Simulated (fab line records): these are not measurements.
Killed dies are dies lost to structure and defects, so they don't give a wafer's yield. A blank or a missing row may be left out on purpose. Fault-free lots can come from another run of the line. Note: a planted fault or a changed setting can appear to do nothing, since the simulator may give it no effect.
fab line records -- flow n5-finfet
record lots=5, wafers=15, last-day=18
route steps=1938 shown MOL_CONTACT_COAG@578 BEOL_M4@1111 PASSIVATION@1936
lots untouched by any fault: they come from a run of this same line in which no faults occurred
start-h: hours from the record's first day to the start of the lot's first wafer shown -- wait-h: how many hours have passed since the lot's step before this one -- " as in the row above -- L1.1+2: a row that stands for several wafers -- - value missing, or start not given -- * or withheld: withheld -- < > ~ a bound
route shown NAME@n: a module of which the file shows steps, and the number in the route of the first -- usual: average and standard deviation across the fault-free wafers -- same: alike in all rows -- chamber/n: place in a boat -- sites: the reading at each site -- _std_site: the standard deviation of these -- _edge_site: inner sites' mean taken away from outer sites' mean -- radius-mm: for every site, how far away it sits from the centre of the wafer -- mask NAME#n: copy n -- behind: the tool/chamber that last shaped the wafer -- hold: cause of the lot's hold/its duration in hours/its outcome -- device: the n, p or np transistor that did not switch -- end of line: tests of these same wafers at the route's end -- a step without rows: its recipe alone -- killed: at the first sort, the dies lost to defects and structure; wafer yield is something else -- map: the dies of a wafer, with x for killed, . for not killed, _ for no die there
set.NAME: the run value of the setting; set.NAME@STEP: its run value at that earlier step -- model.NAME: the simulator's own value behind a step, which no gauge read
lots at some steps of the route; a table a step, a row a wafer
## steps
# step N5_MOL_CONTACT_COAG_ETCH_90
# recipe chemistry=CF4, target=SiARC, target-depth-a=130, mask-material=CAR-EUV, time-s=21.7, ion-energy-ev=80, pressure-mtorr=40, source-w=545, bias-w=36, Ar_flow_sccm=100, cf4-flow-sccm=100, ends=cleared
# step N5_MOL_CONTACT_COAG_ALD_131
# recipe material=SiO2, target-thk-a=50, temp-c=100, ald-precursor-family=BDEAS, ald-co-reactant=O2-plasma, pulse-time-s=1, co-reactant-pulse-time-s=1, purge-time-s=2, co-reactant-purge-time-s=2, ald-cycles=35, pressure-torr=2
# step N5_MOL_CONTACT_COAG_ETCHBACK_132
# recipe chemistry=CHF3, target=SiO2, target-depth-a=100, time-s=6.7, ion-energy-ev=200, pressure-mtorr=30, source-w=610, bias-w=170, Ar_flow_sccm=200, CHF3_flow_sccm=50
# step N5_MOL_CONTACT_COAG_ETCH_91
# recipe chemistry=N2/H2, target=SOC, target-depth-a=600, overetch-a=210, mask-material=SiARC, temp-c=40, time-s=101.2, ion-energy-ev=200, pressure-mtorr=30, source-w=840, bias-w=150, n2-flow-sccm=200, h2-flow-sccm=200
# step N5_MOL_CONTACT_COAG_STRIP_92
# recipe chemistry=N2/H2, temp-c=40, n2-flow-sccm=200, h2-flow-sccm=200, rf-frequency-hz=6e+07
# step N5_MOL_CONTACT_COAG_STRIP_93
# recipe chemistry=N2/H2, temp-c=40, n2-flow-sccm=200, h2-flow-sccm=200, rf-frequency-hz=6e+07
# step N5_MOL_CONTACT_COAG_ETCHBACK_135
# recipe chemistry=CHF3, target=SiO2, target-depth-a=250, time-s=16.7, ion-energy-ev=200, pressure-mtorr=30, source-w=610, bias-w=170, Ar_flow_sccm=200, CHF3_flow_sccm=50
# step N5_MOL_CONTACT_COAG_STRIP_118
# recipe chemistry=CHF3, resist=SiARC, rf-frequency-hz=6e+07
# step N5_MOL_CONTACT_COAG_VIA_ETCH_46
# recipe chemistry=C4F6/O2, target-depth-a=460, overetch-a=92, mask-material=SOC, target=SiO2, bias-w=455, pressure-mtorr=10, time-s=40, source-w=325, Ar_flow_sccm=300, C4F6_flow_sccm=10, O2_flow_sccm=10, ion-energy-ev=575.3, ends=end-point
# step N5_MOL_CONTACT_COAG_STRIP_96
# recipe chemistry=N2/H2, power-w=500, temp-c=40, pressure-mtorr=50, rf-frequency-hz=6e+07, overash-fraction=0.3, bias-power-w=28, h2-frac=0.5, n2-flow-sccm=300, h2-flow-sccm=300
# step N5_MOL_CONTACT_COAG_ETCH_47
# recipe chemistry=CH3F/O2, target=SiNx, target-depth-a=270, mask-material=SiO2, stop-on=W, over-etch-frac=0.2, ion-energy-ev=120, endpoint=OES-CN, pressure-mtorr=30, source-w=395, bias-w=73, Ar_flow_sccm=150, CH3F_flow_sccm=30, O2_flow_sccm=20, ends=end-point
# step N5_MOL_CONTACT_COAG_STRIP_119
# recipe chemistry=N2/H2, time-s=30, power-w=1000, temp-c=250, pressure-mtorr=withheld, n2-flow-sccm=1750, h2-flow-sccm=3250
# step N5_MOL_CONTACT_COAG_PRECLEAN_144
# recipe chemistry=alkaline-clean, temp-c=60, time-s=60, do-ppb=50
lot.wafer,tool,chamber,start-h,wait-h
L310.1+5+6,wet-bench-01,"4,2,0",149.24,0.1
L311.1+4+5,wet-bench-01,"5,1,3",155.71,0.1
L312.1+2+4,wet-bench-01,"7,6,0",159.17,0.1
L313.3+4+5,wet-bench-01,"4,7,2",165.62,0.0
L325.1+3+6,wet-bench-04,"5,3,7",241.72,0.1
# step N5_MOL_CONTACT_COAG_SRD_145
# recipe dry=ipa-marangoni, time-s=30, temp-c=23, rinse-liquid=diw
# step N5_MOL_CONTACT_COAG_COAT_62
# recipe resist=SOC, temp-c=250, time-s=60, spin-rpm=1500, resist-thk-nm=60
# step N5_MOL_CONTACT_COAG_COAT_63
# recipe resist=SiARC, temp-c=220, time-s=60, spin-rpm=1500, resist-thk-nm=10
# step N5_MOL_CONTACT_COAG_COAT_64
# recipe resist=underlayer, temp-c=205, time-s=60, spin-rpm=1500, resist-thk-nm=10
# step N5_MOL_CONTACT_COAG_COAT_34
# recipe resist=CAR-EUV, spin-rpm=1500, resist-thk-nm=40
# step N5_MOL_CONTACT_COAG_EBR_36
# recipe solvent=PGMEA, ebr-width-mm=1.5
# step N5_MOL_CONTACT_COAG_SOFTBAKE_35
# recipe temp-c=110, time-s=60, resist=CAR-EUV
# step N5_MOL_CONTACT_COAG_EXPOSE_37
# recipe mask-id=VD, na=0.33, source-shape=annular, sigma-inner=0.3, sigma-outer=0.7, polarization=unpolarized, defocus-nm=0, dose-mj=62
# step N5_MOL_CONTACT_COAG_PEB_38
# recipe peb-temp-c=100, peb-time-s=60, resist=CAR-EUV
# step N5_MOL_CONTACT_COAG_DEVELOP_39
# recipe develop-time-s=30, developer=TMAH, resist=CAR-EUV, rinse-liquid=surfactant-rinse, dry=air-spin, dev-temp-c=23
# step N5_MOL_CONTACT_COAG_INSPECT_42
# recipe mode=adi, inspect-instrument=brightfield
# usual raw-defect-count=200/48
lot.wafer,tool,chamber,start-h,wait-h,raw-defect-count
L310.1,defect-inspect-01,-,149.83,0.1,229
L310.5,defect-inspect-01,-,149.83,0.1,231
L310.6,defect-inspect-01,-,149.83,0.1,225
L311.1,defect-inspect-02,-,156.30,0.1,1625
L311.4,defect-inspect-02,-,156.30,0.1,1722
L311.5,defect-inspect-02,-,156.30,0.1,1661
L312.1,defect-inspect-02,-,159.81,0.1,1559
L312.2,defect-inspect-02,-,159.81,0.1,1702
L312.4,defect-inspect-02,-,159.81,0.1,1644
L313.3,defect-inspect-02,-,166.13,0.0,1590
L313.4,defect-inspect-02,-,166.13,0.0,1653
L313.5,defect-inspect-02,-,166.13,0.0,1544
L325.1,defect-inspect-01,-,242.19,0.1,172
L325.3,defect-inspect-01,-,242.19,0.1,290
L325.6,defect-inspect-01,-,242.19,0.1,244
# step N5_MOL_CONTACT_COAG_DESCUM_45
# recipe chemistry=O2, time-s=7, source-power-w=50, bias-power-w=20, pressure-mtorr=20, rf-frequency-hz=2.712e+07, temp-c=40, resist=CAR-EUV, o2-flow-sccm=225
# step N5_BEOL_M4_RC_MEAS_101
# usual DIBL_N=36.2/2.2, DIBL_P=36.5/3, IOFF_N=0.16/0.039, IOFF_P=0.22/0.047, ION_N=675/15, ION_P=463/10, SS_N=71.6/0.71, SS_P=73.4/0.94, VT_N=250/3.6, VT_P=-250/3.9
lot.wafer,tool,chamber,start-h,wait-h,DIBL_N[mV/V],DIBL_P[mV/V],IOFF_N[nA/um],IOFF_P[nA/um],ION_N[uA/um],ION_P[uA/um],SS_N[mV/dec],SS_P[mV/dec],VT_N[mV],VT_P[mV]
L310.1,prober-02,0,218.11,0.0,34.2,34.9,0.14,0.17,666,455,70.9,73.2,251,-254
L310.5,prober-02,0,218.11,0.0,35.9,37.3,0.17,0.21,669,457,71.3,74.0,249,-254
L310.6,prober-02,0,218.11,0.0,30.7,28.8,0.10,0.11,643,440,70.7,71.1,258,-262
L311.1,prober-02,0,222.86,0.0,33.1,32.1,0.11,0.11,643,434,70.9,71.8,257,-260
L311.4,prober-02,0,222.86,0.0,38.7,40.7,0.19,0.22,671,450,71.9,74.5,248,-252
L311.5,prober-02,0,222.86,0.0,38.0,39.7,0.19,0.20,668,443,71.7,73.8,248,-255
L312.1,prober-02,0,226.97,0.0,36.4,40.4,0.17,0.30,668,468,71.3,74.4,250,-248
L312.2,prober-02,0,226.97,0.0,37.6,40.1,0.20,0.27,683,471,71.7,73.9,247,-248
L312.4,prober-02,0,226.97,0.0,38.1,40.0,0.21,0.26,681,465,71.6,73.7,246,-248
L313.3,prober-02,0,230.79,0.3,36.5,37.8,0.17,0.22,682,472,71.5,72.9,248,-250
L313.4,prober-02,0,230.79,0.3,37.0,38.2,0.19,0.23,694,475,71.6,73.3,247,-250
L313.5,prober-02,0,230.79,0.3,39.4,41.5,0.23,0.29,693,476,72.5,75.3,248,-245
L325.1,prober-01,0,320.94,0.0,35.6,36.6,0.16,0.21,669,460,72.2,72.8,250,-250
L325.3,prober-01,0,320.94,0.0,35.7,37.9,0.18,0.23,693,476,71.6,73.7,247,-250
L325.6,prober-01,0,320.94,0.0,36.3,39.2,0.19,0.26,685,473,72.2,73.8,248,-248
# step N5_PASSIVATION_PROBE_49
# usual defect-limited-yield=91.5/1.5, killed_at_M0_to_M3=32/10, killed_at_M4_up=13/4.9, killed-at-contacts=13/6.1, killed-at-front-end=38/11, killed-at-other=3/3.2, killed-dies=101/18, killed-open=66/13, killed-short=32/8.3, sort_bin_5_function=5.0/1, sort_bin_6_memory=3.2/0.74, sort_bin_8_speed=0.1/1.1, sort-n-pass=1078/22
# same gross-dies=1180, killed-at-back-side=0, sort_bin_4_leakage[%]=0
lot.wafer,tool,chamber,start-h,wait-h,defect-limited-yield[%],killed_at_M0_to_M3,killed_at_M4_up,killed-at-contacts,killed-at-front-end,killed-at-other,killed-dies,killed-open,killed-short,sort_bin_5_function[%],sort_bin_6_memory[%],sort_bin_8_speed[%],sort-n-pass
L310.1,prober-02,-,329.41,0.0,90.5,52,21,2,35,2,112,77,32,4.8,4.5,0,1068
L310.5,prober-02,-,329.61,0.2,92.2,43,14,8,27,0,92,44,44,4.9,2.5,0,1088
L310.6,prober-02,-,329.66,0.3,92.5,21,17,11,40,0,89,60,28,4.4,2.9,0.3,1088
L311.1,prober-01,-,333.57,0.2,78.6,47,16,156,26,7,252,71,24,12.2,4.9,0.3,924
L311.4,prober-01,-,333.72,0.4,79.7,19,14,171,33,3,240,46,26,11.4,4.6,0,940
L311.5,prober-01,-,333.77,0.4,81.1,23,7,156,35,2,223,59,19,11.9,2.6,0,957
L312.1,prober-02,-,335.35,0.0,79.7,22,7,157,46,7,239,37,45,11.5,4.4,0,941
L312.2,prober-02,-,335.40,0.1,80.9,26,4,142,53,0,225,56,29,9.4,4.2,0,955
L312.4,prober-02,-,335.50,0.2,78.1,45,11,147,49,7,259,82,44,12.7,4.7,0,921
L313.3,prober-01,-,335.45,0.1,79.9,26,8,175,25,3,237,48,23,11.2,4.2,0,943
L313.4,prober-01,-,335.50,0.2,78.8,21,7,176,43,3,250,59,33,11.5,4.7,0,930
L313.5,prober-01,-,335.55,0.2,82.5,33,15,125,28,5,206,64,33,8.4,5.0,0,974
# killed by level:class
L310.1 BEOL_M0_SAQP:geometric-particle:short=11 BEOL_M1:geometric-particle:open=11 BEOL_M2:geometric-particle:open=11 STI_FIN_REVEAL:geometric-particle:open=8 BEOL_M4:geometric-particle:open=8 FIN_SAQP:geometric-particle:short=7 BEOL_M0_SAQP:geometric-particle:open=7 FIN_SAQP:geometric-particle:open=6
L310.5 BEOL_M0_SAQP:geometric-particle:short=12 BEOL_M0_SAQP:geometric-particle:open=10 FIN_SAQP:geometric-particle:short=9 MOL_CONTACT_COAG:geometric-particle:open=6 BEOL_M1:geometric-particle:open=5 BEOL_M3:geometric-particle:open=5 STI_FIN_REVEAL:geometric-particle:open=4 GATE_CUT:geometric-particle:short=4
L310.6 STI_FIN_REVEAL:geometric-particle:open=10 MOL_CONTACT_COAG:geometric-particle:open=10 BEOL_M4:geometric-particle:open=8 FIN_SAQP:geometric-particle:short=7 BEOL_M0_SAQP:geometric-particle:open=7 FIN_SAQP:geometric-particle:open=4 DUMMY_GATE:geometric-particle:open=4 FIN_CUT:geometric-particle:short=3
L311.1 MOL_CONTACT_COAG:unspecified=154 BEOL_M3:geometric-particle:open=14 BEOL_M2:geometric-particle:open=11 BEOL_M0_SAQP:geometric-particle:open=8 STARTING-WAFER:geometric-particle:short=5 FIN_SAQP:geometric-particle:open=4 BEOL_M0:geometric-particle:open=4 BEOL_M4:geometric-particle:open=4
L311.4 MOL_CONTACT_COAG:unspecified=163 FIN_SAQP:geometric-particle:short=11 BEOL_M2:geometric-particle:open=8 MOL_CONTACT_COAG:geometric-particle:open=6 FIN_SAQP:geometric-particle:open=4 GATE_CUT:geometric-particle:short=4 BEOL_M4:geometric-particle:open=4 STI_FIN_REVEAL:geometric-particle:open=3
L311.5 MOL_CONTACT_COAG:unspecified=141 BEOL_M3:geometric-particle:open=11 MOL_CONTACT_COAG:geometric-particle:open=10 FIN_SAQP:geometric-particle:short=9 FIN_SAQP:geometric-particle:open=6 STI_FIN_REVEAL:geometric-particle:open=6 BEOL_M2:geometric-particle:open=6 GATE_CUT:geometric-particle:open=3
L312.1 MOL_CONTACT_COAG:unspecified=154 FIN_SAQP:geometric-particle:short=10 GATE_CUT:geometric-particle:short=10 BEOL_M0_SAQP:geometric-particle:short=8 FIN_SAQP:geometric-particle:open=5 STI_FIN_REVEAL:geometric-particle:open=5 GATE_CUT:geometric-particle:open=4 BEOL_M1:geometric-particle:open=4
L312.2 MOL_CONTACT_COAG:unspecified=129 FIN_SAQP:geometric-particle:open=13 HKMG_FIN:area-etch=11 MOL_CONTACT_COAG:geometric-particle:open=8 BEOL_M0_SAQP:geometric-particle:short=8 BEOL_M1:geometric-particle:open=8 FIN_SAQP:geometric-particle:short=7 GATE_CUT:geometric-particle:short=5
L313.3 MOL_CONTACT_COAG:unspecified=163 MOL_CONTACT_COAG:geometric-particle:open=10 BEOL_M1:geometric-particle:open=8 FIN_SAQP:geometric-particle:short=6 BEOL_M0_SAQP:geometric-particle:open=6 STI_FIN_REVEAL:geometric-particle:open=5 FIN_SAQP:geometric-particle:open=4 BEOL_M0_SAQP:geometric-particle:short=3
L312.4 MOL_CONTACT_COAG:unspecified=132 BEOL_M0_SAQP:geometric-particle:short=16 FIN_SAQP:geometric-particle:short=14 FIN_SAQP:geometric-particle:open=12 MOL_CONTACT_COAG:geometric-particle:open=11 BEOL_M2:geometric-particle:open=8 BEOL_M0_SAQP:geometric-particle:open=7 STI_FIN_REVEAL:geometric-particle:open=6
L313.4 MOL_CONTACT_COAG:unspecified=156 MOL_CONTACT_COAG:geometric-particle:open=12 FIN_SAQP:geometric-particle:short=9 DUMMY_GATE:geometric-particle:open=7 GATE_CUT:geometric-particle:open=7 MOL_CONTACT_COAG:geometric-particle:short=7 FIN_SAQP:geometric-particle:open=6 GATE_CUT:geometric-particle:short=5
L313.5 MOL_CONTACT_COAG:unspecified=107 MOL_CONTACT_COAG:geometric-particle:open=13 BEOL_M0_SAQP:geometric-particle:open=12 STI_FIN_REVEAL:geometric-particle:open=8 BEOL_M0_SAQP:geometric-particle:short=8 GATE_CUT:geometric-particle:short=7 BEOL_M1:geometric-particle:open=7 MOL_CONTACT_COAG:geometric-particle:short=5
# map L311.1 (x killed, . not)
_________________...x....x...________________
______________.................._____________
___________.................x.x....__________
__________.........x...x............_________
________................x.xxx........x_______
_______...x........x.xxx.xx.x.x.x.x....______
______.x....xx.......xxxxxxxx..x........_____
_____x..........x.xxxxxxxxxxxxxxx........____
____....x..........xxxxxxxxxxxxxx.x.......___
___..........x..x.xxxxxxxxxxxxxxx......x...__
___....x..xx.x.x...xxxxxxxxxxxxxxxxx.......__
__................xxxxxxxxxxxxxx.x.x........_
__.................xxxxxxxxxxxxxxxx.x...x..._
_.............x....x.xxxxxxxxxxxx.........x..
_...x....x..........x.xxxxxxxxxxx.......x...x
_.....................xxxxxxxxx....x.........
_.....x..x....x....xx.xx.xxx.x...............
_.x................x..xx.x....x..............
_..........x....x..............x..x...x.....x
_.......x..................x.xxx..x......x...
_..x....x...........x......x.................
__.x....x........x...........x..x..........._
__...............x....x.....xx..x.xx........_
___.........x...x..x..........x..........x.__
___............................x...........__
____.....x......x......................x..___
_____.....................x..............____
______.x....x.xx.x..................x.x._____
_______........x..................x....______
________..........xx...............x.._______
__________.........................._________
___________.............x..........__________
______________.................._____________
_________________.....x......________________
# map L312.4 (x killed, . not)
_________________............________________
______________....x.x..........._____________
___________.............x..........__________
__________..x.x.x.........x........._________
________...........x....x.x.x........._______
_______x...xx...x.x.........x..x.x.....______
______............x.xx.x.....x.x....x..._____
_____..x....x...........x................____
____x..x....................x.............___
___.....xx......x..........................__
___...x....x....x...........xx...x.........__
__...x...x..x...x......x.........x.....x...._
__....x.x...x..x...x....x...x......x.x....x._
_.x....x..x.x........x....x...........x......
_...xx........................x..............
_xxxxx.xxx.......x....x..x......x.........x..
_.x.xxxxxxx........x................x........
_xxxxxxxxxxx.x..xx.....x.........x...........
_xxxxxxxxxx..x..x...........x...........x....
_xxxxxxxxxxxxxx........x.....................
_xxxxxxxxxxxxx.x..............x..x.....x.....
__xxxxxxxxxxxx..................x........x.._
__xxxxxxxxxxxxx.....x.............x........._
___xxxxxxxxxxxx.x....x..............x......__
___xxxxxxxxxx.x.x....xx....................__
____xxxxxxxxx.x...........x...x...x.......___
_____xxxx.xx.x........x....x.x...........____
______xx.x...x....x..............x......_____
_______.x.x....x......x................______
________.x....x.............x......x.._______
__________........x..........x..xxx._________
___________......x.x..x.........x..__________
______________...........xx....._____________
_________________............________________
## key
first-sign step=N5_MOL_CONTACT_COAG_INSPECT_42, reading=raw-defect-count, direction=up, sigmas=30, usual=200, struck=1633
effect step=N5_PASSIVATION_PROBE_49, reading=killed-at-contacts, direction=up, sigmas=23, usual=13, struck=156
more-kills-born-at N5_MOL_CONTACT_COAG_PRECLEAN_144@wet-bench-01=1299
met-at N5_MOL_CONTACT_COAG_PRECLEAN_144
struck-wafers L311.1,L311.4,L311.5,L312.1,L312.2,L312.4,L313.3,L313.4,L313.5
baseline-loss step=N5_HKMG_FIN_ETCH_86, wafers=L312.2
onset-between 149.24 155.71
fault kind=chamber-particle-source, tool=wet-bench-01, chamber=-, onset-h=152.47, steps=N5_MOL_CONTACT_COAG_PRECLEAN_144, rate-per-visit-cm2=2.2206, end-h=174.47
# baseline-loss: these wafers lose ten dies or more at that step, a loss of the line's own and not of a fault; the sort's usual values leave them out
